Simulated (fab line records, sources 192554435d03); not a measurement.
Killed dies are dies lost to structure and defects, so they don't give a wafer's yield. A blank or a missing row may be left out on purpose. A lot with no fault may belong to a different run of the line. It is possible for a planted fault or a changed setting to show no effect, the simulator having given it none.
fab line records || flow n5Finfet
record: {"lots": 4, "wafers": 12, "lastDay": 18}
route steps=1938 shown BEOL_M9@1407 PASSIVATION@1936
lots that met no fault: from a run of the same line without faults
startH: start of the lot's first displayed wafer, in hours after the record's first day || waitH: time in hours since the lot's previous step || " same as the row above || L1.1+2: one row covering several wafers at once || - no value present, or no start provided || * or withheld: withheld || < > ~ a bound
route shown NAME@n: NAME is a module with steps in the file, n the number in the route of the first one || usual: the fault-free wafers' mean and standard deviation || same: alike in all rows || chamber/n: place in a boat || sites: per-site readings || _std_site: their standard deviation || _edge_site: inner sites' mean taken away from outer sites' mean || radiusMm: for every site, how far away it sits from the centre of the wafer || mask NAME#n: copy n || behind: the tool/chamber that last shaped the wafer || hold: cause of the lot's hold/its duration in hours/its outcome || device: which transistor (n, p or np) failed to switch || end of line: tests run on the same wafers once the route is complete || a step given without rows: its recipe and nothing more || killed: at the first sort, the dies lost to defects and structure; wafer yield is something else || map: a wafer's dies, marking killed ones x, the rest . and places with no die _
set.NAME: the run value of the setting; set.NAME@STEP: its run value at that earlier step || model.NAME: the simulator's own value behind a step, which no gauge read
a table for each step, a row for each wafer; lots at some steps of the route
services: a tool's chamber out of use, with start hour (startH, from the record's first day; less than 0 if before it), hours out, and reason
== steps ==
step: N5_BEOL_M9_COAT_60
recipe: {"resist": "SiARC", "tempC": 220, "timeS": 60, "spinRpm": 1500, "resistThkNm": 30}
step: N5_BEOL_M9_COAT_05
recipe: {"resist": "CAR-ArF", "spinRpm": 1500, "resistThkNm": 90}
step: N5_BEOL_M9_EBR_07
recipe: {"solvent": "PGMEA", "ebrWidthMm": 1.5}
step: N5_BEOL_M9_SOFTBAKE_06
recipe: {"tempC": 110, "timeS": 60, "resist": "CAR-ArF"}
step: N5_BEOL_M9_EXPOSE_08
recipe: {"maskId": "M9", "na": 1.35, "sourceShape": "dipole", "sigmaInner": 0.411, "sigmaOuter": 0.611, "polarization": "te", "doseMj": 53.75}
step: N5_BEOL_M9_PEB_09
recipe: {"pebTempC": "withheld", "pebTimeS": 60, "resist": "CAR-ArF"}
step: N5_BEOL_M9_DEVELOP_10
recipe: {"developTimeS": 30, "developer": "TMAH", "resist": "CAR-ArF", "rinseLiquid": "diw", "dry": "airSpin", "devTempC": 23}
step: N5_BEOL_M9_DESCUM_16
recipe: {"chemistry": "O2", "timeS": 7.9, "sourcePowerW": 50, "biasPowerW": 20, "pressureMtorr": 20, "rfFrequencyHz": 2.712e+07, "tempC": 40, "resist": "CAR-ArF", "o2FlowSccm": 225}
step: N5_BEOL_M9_ETCH_61
recipe: {"chemistry": "CF4", "target": "SiARC", "targetDepthA": 390, "maskMaterial": "CAR-ArF", "timeS": 65, "ionEnergyEv": 80, "pressureMtorr": 40, "sourceW": 545, "biasW": 36, "Ar_flow_sccm": 100, "cf4FlowSccm": 100, "ends": "cleared"}
step: N5_BEOL_M9_ETCH_62
recipe: {"chemistry": "N2/H2", "target": "SOC", "targetDepthA": 1100, "overetchA": 220, "maskMaterial": "SiARC", "tempC": 40, "timeS": 165, "ionEnergyEv": 200, "pressureMtorr": 30, "sourceW": 840, "biasW": 150, "n2FlowSccm": 200, "h2FlowSccm": 200}
usual: {"drypumpMotorCurrentA": "5.6/0.35", "oesProductAu": "0.68/0.076", "rfVppV": "524.1/2.5", "showerheadPlenumPTorr": "2.55/0.09", "throttleValvePct": "17.77/0.21"}
{"lot.wafer": "L126.1", "tool": "rieDiel-02", "chamber": 1, "startH": 293.07, "waitH": 0.0, "drypumpMotorCurrentA": 5.8, "oesProductAu": 0.78, "rfHoursCounterH": 11, "rfVppV": 525.0, "showerheadPlenumPTorr": 2.62, "throttleValvePct": 17.42}
{"lot.wafer": "L126.2", "tool": "rieDiel-02", "chamber": 3, "startH": 293.07, "waitH": 0.0, "drypumpMotorCurrentA": 5.5, "oesProductAu": 0.76, "rfHoursCounterH": 20, "rfVppV": 523.4, "showerheadPlenumPTorr": 2.48, "throttleValvePct": 17.83}
{"lot.wafer": "L126.4", "tool": "rieDiel-02", "chamber": 0, "startH": 293.07, "waitH": 0.0, "drypumpMotorCurrentA": 5.3, "oesProductAu": 0.60, "rfHoursCounterH": 214, "rfVppV": 519.8, "showerheadPlenumPTorr": 2.42, "throttleValvePct": 17.95}
{"lot.wafer": "L131.4", "tool": "rieDiel-02", "chamber": 3, "startH": 321.68, "waitH": 0.0, "drypumpMotorCurrentA": 5.5, "oesProductAu": 0.74, "rfHoursCounterH": 32, "rfVppV": 521.8, "showerheadPlenumPTorr": 2.48, "throttleValvePct": 17.84}
{"lot.wafer": "L131.5", "tool": "rieDiel-02", "chamber": 2, "startH": 321.68, "waitH": 0.0, "drypumpMotorCurrentA": 5.7, "oesProductAu": 0.76, "rfHoursCounterH": "-", "rfVppV": 524.9, "showerheadPlenumPTorr": 2.60, "throttleValvePct": 17.66}
{"lot.wafer": "L131.6", "tool": "rieDiel-02", "chamber": 3, "startH": 321.68, "waitH": 0.0, "drypumpMotorCurrentA": 5.5, "oesProductAu": 0.74, "rfHoursCounterH": "-", "rfVppV": 521.0, "showerheadPlenumPTorr": 2.48, "throttleValvePct": 17.85}
{"lot.wafer": "L130.1", "tool": "rieDiel-02", "chamber": 1, "startH": 323.29, "waitH": 0.0, "drypumpMotorCurrentA": 5.8, "oesProductAu": 0.75, "rfHoursCounterH": 18, "rfVppV": 526.4, "showerheadPlenumPTorr": 2.61, "throttleValvePct": 17.41}
{"lot.wafer": "L130.2", "tool": "rieDiel-02", "chamber": 3, "startH": 323.29, "waitH": 0.0, "drypumpMotorCurrentA": 5.5, "oesProductAu": 0.73, "rfHoursCounterH": 33, "rfVppV": 522.4, "showerheadPlenumPTorr": 2.48, "throttleValvePct": 17.85}
{"lot.wafer": "L130.6", "tool": "rieDiel-02", "chamber": 0, "startH": 323.29, "waitH": 0.0, "drypumpMotorCurrentA": 5.3, "oesProductAu": 0.59, "rfHoursCounterH": "-", "rfVppV": 520.2, "showerheadPlenumPTorr": 2.42, "throttleValvePct": 17.99}
{"lot.wafer": "L138.1", "tool": "rieDiel-05", "chamber": 1, "startH": 356.23, "waitH": 0.0, "drypumpMotorCurrentA": 5.1, "oesProductAu": 0.68, "rfHoursCounterH": 84, "rfVppV": 524.1, "showerheadPlenumPTorr": 2.57, "throttleValvePct": 17.66}
{"lot.wafer": "L138.2", "tool": "rieDiel-05", "chamber": 2, "startH": 356.23, "waitH": 0.0, "drypumpMotorCurrentA": 5.9, "oesProductAu": 0.60, "rfHoursCounterH": 198, "rfVppV": 524.4, "showerheadPlenumPTorr": 2.51, "throttleValvePct": 17.60}
{"lot.wafer": "L138.3", "tool": "rieDiel-05", "chamber": 3, "startH": 356.23, "waitH": 0.0, "drypumpMotorCurrentA": 6.3, "oesProductAu": 0.74, "rfHoursCounterH": 47, "rfVppV": 526.9, "showerheadPlenumPTorr": 2.71, "throttleValvePct": 17.96}
step: N5_BEOL_M9_STRIP_68
recipe: {"chemistry": "N2/H2", "tempC": 40, "n2FlowSccm": 200, "h2FlowSccm": 200, "rfFrequencyHz": 6e+07}
step: N5_BEOL_M9_STRIP_67
recipe: {"chemistry": "CF4", "resist": "SiARC", "powerW": 300, "biasPowerW": 75, "pressureMtorr": 50, "cf4FlowSccm": 150, "rfFrequencyHz": 6e+07}
step: N5_BEOL_M9_HM_OPEN_17
recipe: {"chemistry": "Cl2/BCl3", "targetDepthA": 200, "overetchA": 60, "target": "TiN", "maskMaterial": "SOC", "ionEnergyEv": 150, "pressureMtorr": 10, "icpW": 1000, "biasW": 126, "Cl2_flow_sccm": 53.25, "bcl3FlowSccm": 21.75, "Ar_flow_sccm": 25}
step: N5_BEOL_M9_STRIP_19
recipe: {"chemistry": "O2", "powerW": 400, "tempC": 40, "pressureMtorr": 30, "rfFrequencyHz": 6e+07, "biasPowerW": 0, "overashFraction": 0.2, "o2FlowSccm": 225}
step: N5_BEOL_M9_COAT_63
recipe: {"resist": "SOC", "tempC": 250, "timeS": 60, "spinRpm": 1500, "resistThkNm": 60}
step: N5_BEOL_M9_COAT_64
recipe: {"resist": "SiARC", "tempC": 220, "timeS": 60, "spinRpm": 1500, "resistThkNm": 12}
step: N5_BEOL_M9_COAT_75
recipe: {"resist": "underlayer", "tempC": 205, "timeS": 60, "spinRpm": 1500, "resistThkNm": 5}
step: N5_BEOL_M9_COAT_22
recipe: {"resist": "CAR-EUV", "spinRpm": 1500, "resistThkNm": 30}
step: N5_BEOL_M9_EBR_24
recipe: {"solvent": "PGMEA", "ebrWidthMm": 1.5}
step: N5_BEOL_M9_SOFTBAKE_23
recipe: {"tempC": 110, "timeS": 60, "resist": "CAR-EUV"}
step: N5_BEOL_M9_EXPOSE_25
recipe: {"maskId": "V8", "na": 0.33, "sourceShape": "annular", "sigmaInner": 0.4, "sigmaOuter": 0.8, "polarization": "unpolarized", "doseMj": 37.25}
step: N5_BEOL_M9_PEB_26
recipe: {"pebTempC": 100, "pebTimeS": 60, "resist": "CAR-EUV"}
step: N5_BEOL_M9_DEVELOP_27
recipe: {"developTimeS": 30, "developer": "TMAH", "resist": "CAR-EUV", "rinseLiquid": "surfactantRinse", "dry": "airSpin", "devTempC": 23}
step: N5_BEOL_M9_INSPECT_30
recipe: {"mode": "adi", "inspectInstrument": "brightfield"}
usual: {"rawDefectCount": "425/86"}
{"lot.wafer": "L126.1", "tool": "defectInspect-01", "chamber": "-", "startH": 298.57, "waitH": 0.1, "rawDefectCount": 388}
{"lot.wafer": "L126.2", "tool": "defectInspect-01", "chamber": "-", "startH": 298.57, "waitH": 0.1, "rawDefectCount": 521}
{"lot.wafer": "L126.4", "tool": "defectInspect-01", "chamber": "-", "startH": 298.57, "waitH": 0.1, "rawDefectCount": 372}
{"lot.wafer": "L131.4", "tool": "defectInspect-02", "chamber": "-", "startH": 322.44, "waitH": 0.0, "rawDefectCount": 902}
{"lot.wafer": "L131.5", "tool": "defectInspect-02", "chamber": "-", "startH": 322.44, "waitH": 0.0, "rawDefectCount": 473}
{"lot.wafer": "L131.6", "tool": "defectInspect-02", "chamber": "-", "startH": 322.44, "waitH": 0.0, "rawDefectCount": 732}
{"lot.wafer": "L130.1", "tool": "defectInspect-02", "chamber": "-", "startH": 325.33, "waitH": 0.1, "rawDefectCount": 444}
{"lot.wafer": "L130.2", "tool": "defectInspect-02", "chamber": "-", "startH": 325.33, "waitH": 0.1, "rawDefectCount": 754}
{"lot.wafer": "L130.6", "tool": "defectInspect-02", "chamber": "-", "startH": 325.33, "waitH": 0.1, "rawDefectCount": 446}
{"lot.wafer": "L138.1", "tool": "defectInspect-02", "chamber": "-", "startH": 358.67, "waitH": 0.1, "rawDefectCount": 525}
{"lot.wafer": "L138.2", "tool": "defectInspect-02", "chamber": "-", "startH": 358.67, "waitH": 0.1, "rawDefectCount": 413}
{"lot.wafer": "L138.3", "tool": "defectInspect-02", "chamber": "-", "startH": 358.67, "waitH": 0.1, "rawDefectCount": 363}
step: N5_BEOL_M9_DESCUM_33
recipe: {"chemistry": "O2", "timeS": 7, "sourcePowerW": 50, "biasPowerW": 20, "pressureMtorr": 20, "rfFrequencyHz": 2.712e+07, "tempC": 40, "resist": "CAR-EUV", "o2FlowSccm": 225}
step: N5_PASSIVATION_PROBE_49
usual: {"defectLimitedYield": "91.2/1.6", "killed_at_M0_to_M3": "35/11", "killed_at_M4_up": "14/5.4", "killedAtContacts": "13/6", "killedAtFrontEnd": "38/11", "killedAtOther": "3.4/2.6", "killedDies": "104/19", "killedOpen": "68/13", "killedShort": "34/8.5", "sort_bin_5_function": "5.1/1", "sort_bin_6_memory": "3.3/0.72", "sortNPass": "1075/22", "sortYieldPct": "91.1/1.9"}
same: {"grossDies": 1180, "killedAtBackSide": 0, "sort_bin_4_leakage[%]": 0, "sort_bin_8_speed[%]": 0}
{"lot.wafer": "L126.1", "tool": "prober-02", "chamber": "-", "startH": 362.59, "waitH": 0.0, "defectLimitedYield[%]": 92.1, "killed_at_M0_to_M3": 45, "killed_at_M4_up": 12, "killedAtContacts": 4, "killedAtFrontEnd": 30, "killedAtOther": 2, "killedDies": 93, "killedOpen": 54, "killedShort": 38, "sort_bin_5_function[%]": 5.3, "sort_bin_6_memory[%]": 2.4, "sortNPass": 1087, "sortYieldPct[%]": 92.1}
{"lot.wafer": "L126.2", "tool": "prober-02", "chamber": "-", "startH": 362.64, "waitH": 0.1, "defectLimitedYield[%]": 90.3, "killed_at_M0_to_M3": 46, "killed_at_M4_up": 11, "killedAtContacts": 4, "killedAtFrontEnd": 50, "killedAtOther": 3, "killedDies": 114, "killedOpen": 66, "killedShort": 48, "sort_bin_5_function[%]": 5.2, "sort_bin_6_memory[%]": 3.8, "sortNPass": 1066, "sortYieldPct[%]": 90.3}
{"lot.wafer": "L126.4", "tool": "prober-02", "chamber": "-", "startH": 362.74, "waitH": 0.2, "defectLimitedYield[%]": 90.6, "killed_at_M0_to_M3": 48, "killed_at_M4_up": 14, "killedAtContacts": 8, "killedAtFrontEnd": 34, "killedAtOther": 7, "killedDies": 111, "killedOpen": 66, "killedShort": 43, "sort_bin_5_function[%]": 5.4, "sort_bin_6_memory[%]": 3.4, "sortNPass": 1069, "sortYieldPct[%]": 90.6}
{"lot.wafer": "L131.4", "tool": "prober-01", "chamber": "-", "startH": 393.20, "waitH": 0.2, "defectLimitedYield[%]": 85.5, "killed_at_M0_to_M3": 17, "killed_at_M4_up": 108, "killedAtContacts": 15, "killedAtFrontEnd": 29, "killedAtOther": 2, "killedDies": 171, "killedOpen": 46, "killedShort": 24, "sort_bin_5_function[%]": 9.9, "sort_bin_6_memory[%]": 3.1, "sortNPass": 1009, "sortYieldPct[%]": 85.5}
{"lot.wafer": "L131.5", "tool": "prober-01", "chamber": "-", "startH": 393.25, "waitH": 0.2, "defectLimitedYield[%]": 92.6, "killed_at_M0_to_M3": 29, "killed_at_M4_up": 15, "killedAtContacts": 14, "killedAtFrontEnd": 29, "killedAtOther": 0, "killedDies": 87, "killedOpen": 60, "killedShort": 23, "sort_bin_5_function[%]": 4.2, "sort_bin_6_memory[%]": 3.1, "sortNPass": 1093, "sortYieldPct[%]": 92.6}
{"lot.wafer": "L131.6", "tool": "prober-01", "chamber": "-", "startH": 393.30, "waitH": 0.3, "defectLimitedYield[%]": 82.7, "killed_at_M0_to_M3": 32, "killed_at_M4_up": 115, "killedAtContacts": 11, "killedAtFrontEnd": 43, "killedAtOther": 3, "killedDies": 204, "killedOpen": 59, "killedShort": 26, "sort_bin_5_function[%]": 10.0, "sort_bin_6_memory[%]": 4.4, "sortNPass": 976, "sortYieldPct[%]": 82.7}
{"lot.wafer": "L130.2", "tool": "prober-01", "chamber": "-", "startH": 395.61, "waitH": 0.1, "defectLimitedYield[%]": 85.2, "killed_at_M0_to_M3": 19, "killed_at_M4_up": 105, "killedAtContacts": 7, "killedAtFrontEnd": 39, "killedAtOther": 5, "killedDies": 175, "killedOpen": 42, "killedShort": 37, "sort_bin_5_function[%]": 9.2, "sort_bin_6_memory[%]": 4.3, "sortNPass": 1005, "sortYieldPct[%]": 85.2}
killed by level:class
L126.1 BEOL_M0_SAQP:geometricParticle:short=10 FIN_SAQP:geometricParticle:short=7 BEOL_M0_SAQP:geometricParticle:open=7 BEOL_M2:geometricParticle:open=7 FIN_SAQP:geometricParticle:open=6 BEOL_M1:geometricParticle:short=6 BEOL_M1:geometricParticle:open=5 BEOL_M4:geometricParticle:open=5
L126.2 BEOL_M0_SAQP:geometricParticle:short=17 BEOL_M0_SAQP:geometricParticle:open=15 FIN_SAQP:geometricParticle:open=13 STI_FIN_REVEAL:geometricParticle:open=11 FIN_SAQP:geometricParticle:short=8 BEOL_M4:geometricParticle:open=8 STARTING-WAFER:geometricParticle:short=7 BEOL_M3:geometricParticle:short=6
L126.4 BEOL_M0_SAQP:geometricParticle:short=18 BEOL_M0_SAQP:geometricParticle:open=10 FIN_SAQP:geometricParticle:open=9 BEOL_M4:geometricParticle:open=8 MOL_CONTACT_COAG:geometricParticle:open=7 FIN_SAQP:geometricParticle:short=5 STI_FIN_REVEAL:geometricParticle:open=5 BEOL_M2:geometricParticle:open=5
L131.4 BEOL_M9:unspecified=99 MOL_CONTACT_COAG:geometricParticle:open=10 FIN_SAQP:geometricParticle:open=6 BEOL_M4:geometricParticle:open=6 MOL_CONTACT_COAG:geometricParticle:short=5 BEOL_M3:geometricParticle:open=5 STI_FIN_REVEAL:geometricParticle:open=4 STARTING-WAFER:geometricParticle:short=4
L131.5 MOL_CONTACT_COAG:geometricParticle:open=13 BEOL_M0_SAQP:geometricParticle:short=8 BEOL_M4:geometricParticle:open=8 BEOL_M0_SAQP:geometricParticle:open=6 BEOL_M1:geometricParticle:open=6 DUMMY_GATE:geometricParticle:open=5 BEOL_M3:geometricParticle:open=5 STI_FIN_REVEAL:geometricParticle:open=4
L131.6 BEOL_M9:unspecified=103 HKMG_FIN:areaEtch=16 MOL_CONTACT_COAG:geometricParticle:open=10 BEOL_M0_SAQP:geometricParticle:open=8 FIN_SAQP:geometricParticle:short=6 BEOL_M1:geometricParticle:open=6 STI_FIN_REVEAL:geometricParticle:open=6 BEOL_M4:geometricParticle:open=6
L130.2 BEOL_M9:unspecified=95 FIN_SAQP:geometricParticle:open=7 BEOL_M0_SAQP:geometricParticle:open=7 BEOL_M0_SAQP:geometricParticle:short=7 ILD0:geometricParticle:short=6 GATE_CUT:geometricParticle:short=4 MOL_CONTACT_COAG:geometricParticle:open=4 BEOL_M7:geometricParticle:open=4
map L130.2 (x killed, . not)
_________________.x......x...________________
______________..............x..._____________
___________...x...............x....__________
__________..x......................._________
________........x..x....x............._______
_______................................______
______.x..........................x...x._____
_____.............................x..x...____
____..............x.......................___
___.................x.............x........__
___.......x.....x......x..............x....__
__..x............x...................x.x.x.._
__.................................x..xx..xx_
_x..........................x...x.xxxxxxxxx..
_......x....x......................xxxxxxx.xx
_........................x.....x..xxxxxxxxx.x
_............................x.xx.xxxxxxxxxxx
_...............................x.xxxxxxxxxxx
_..................x...........x..xx.xxxxxxxx
_...x.....x........................xxxxxxxxxx
_.......................xx...........xxxxxxx.
__.x......xx.x...............x....x..xx.xxx._
__.......................xx......x......x..._
___.x....................xx.....x..x.......__
___....x........x......x.............x.....__
____............x............x...x.......x___
_____....x..x...x....x.............x.....____
______..x..............................._____
_______...........x.x..................______
________...x...x....x........x........_______
__________.....x..........x........._________
___________x..x...x....x........x..__________
______________.................._____________
_________________x...x.....x.________________
map L131.6 (x killed, . not)
_________________............________________
______________.................._____________
___________......xx................__________
__________................x.x......._________
________.....x.........x......xx....x._______
_______x........................x......______
______........x..x..............x......._____
_____..x................xx...............____
____......................................___
___...x...x.....x......x......x..........x.__
___....................x.....x...x....xx...__
__......x....x.x.....................xx..x.x_
__.....x.....x............x.......x.xxxx.x.x_
_...x.....................x......xxxxxxxxxxxx
_..x.....x.....x...............x.x.xxxxxxxxx.
_.xx...................x.......x...xxxxxxxxxx
_.x...........x.x........x.x......xxxxxxxxxxx
_.......x..........x.....x....x.x.xxxxxxxxxxx
_.................xx..x.x.x.x......xxxxxxxxxx
_................x.................xxxxxxxxxx
_.........xx....x.x..x.......x..xxx..xxxxxxx.
__.x......xx....x.x....x.x.x.........xxx.x.x_
__.......x...x....x......x..............x..._
___................x.................xx....__
___.................................x.x....__
____............x.x.......x...............___
_____..........................x.x.......____
______...............x....x.....x.....x._____
_______..............x.................______
________..............x........x......_______
__________....x....xx..............._________
___________............x.x.........__________
______________....x............._____________
_________________.......x....________________
== services ==
{"tool": "rieDiel-02", "chamber": 1, "startH": 307.24, "hours": 11.4, "kind": "repair"}
{"tool": "rieDiel-05", "chamber": "-", "startH": 330.98, "hours": 14.6, "kind": "pm"}
== key ==
firstSign: {"step": "N5_BEOL_M9_INSPECT_30", "reading": "rawDefectCount", "direction": "up", "sigmas": 4.3, "usual": 425, "struck": 796}
effect: {"step": "N5_PASSIVATION_PROBE_49", "reading": "killed_at_M4_up", "direction": "up", "sigmas": 18, "usual": 14, "struck": 109}
moreKillsBornAt: {"N5_BEOL_M9_ETCH_62@rieDiel-02": 297}
metAt N5_BEOL_M9_ETCH_62
struckWafers L130.2,L131.4,L131.6
baselineLoss: {"step": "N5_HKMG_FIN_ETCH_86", "wafers": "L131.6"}
onsetBetween 293.07 321.68
fault: {"kind": "chamberParticleSource", "tool": "rieDiel-02", "chamber": 3, "onsetH": 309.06, "steps": "N5_BEOL_M9_ETCH_62", "ratePerVisitCm2": 0.50425, "endH": 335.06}
baselineLoss: these wafers lose ten dies or more at that step, a loss of the line's own and not of a fault; the sort's usual values leave them out
